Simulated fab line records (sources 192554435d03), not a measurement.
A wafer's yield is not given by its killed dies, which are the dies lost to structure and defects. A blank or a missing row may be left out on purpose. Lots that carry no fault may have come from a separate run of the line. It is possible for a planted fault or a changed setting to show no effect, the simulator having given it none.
Chamber matching	flow n5Finfet	N5_BEOL_M10_CURE_72 on uvCure-03 has 3 sister chambers
The step cures SiCOH lowk, time 120 s. 16 wafers are shown with their chamber, then 8 later ones without.

== WAFERS WITH THEIR CHAMBER ==
wafer	chamber	wafer_temp_C_max	lampPowerPct (%)
L075.4	0	371.3	52.35
L075.5	0	372.1	52.33
L075.6	0	371.2	52.25
L080.2	2	370.8	52.33
L080.3	2	371.2	52.39
L080.6	2	370.9	52.37
L083.2	1	372.4	52.34
L083.3	1	372.4	52.41
L083.6	1	372.6	52.21
L081.3	0	371.4	52.25
L081.5	0	371.7	52.44
L081.6	0	372.3	52.24
L084.2	0	371.4	52.38
L084.3	0	371.5	52.31
L084.4	0	371.1	52.30
L086.4	2	371.3	52.22

SIGNATURES (means of the wafers above)
reading	chamber 0	chamber 1	chamber 2	scatter within a chamber
wafer_temp_C_max	371.556	372.467	371.050	0.342
lampPowerPct	52.3167	52.3200	52.3275	0.0752
Rule: for a wafer and a chamber, the distance is found by dividing, reading by reading, the gap between the wafer's reading and the chamber's mean by the reading's scatter, squaring, summing and taking the root. If the next closest chamber is less than 2 further off than the closest, the wafer can't be placed; otherwise it belongs to the closest. The scatter: take each reading less its chamber's mean, square it, sum over the shown wafers, divide by the number of wafers less the number of chambers, and take the root.

== WAFERS WHOSE CHAMBER IS MISSING ==
wafer	wafer_temp_C_max	lampPowerPct (%)
L086.5	371.4	52.23
L086.6	371.2	52.35
L094.1	371.8	52.30
L094.2	371.8	52.37
L094.3	371.2	52.43
L097.1	371.5	52.36
L097.3	371.4	52.34
L097.6	371.7	52.24

== THE CHAMBER EACH PASSED THROUGH ==
wafer	from the rows above	in truth
L086.5	can't be placed: 0 or 2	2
L086.6	can't be placed: 2 or 0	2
L094.1	can't be placed: 0 or 1 or 2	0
L094.2	can't be placed: 0 or 1 or 2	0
L094.3	can't be placed: 2 or 0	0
L097.1	can't be placed: 0 or 2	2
L097.3	can't be placed: 0 or 2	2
L097.6	can't be placed: 0 or 2 or 1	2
0 of 8 placed correctly. Not placeable from these rows: 8 (in 8, the candidates include the true chamber). Wrongly placed: 0.
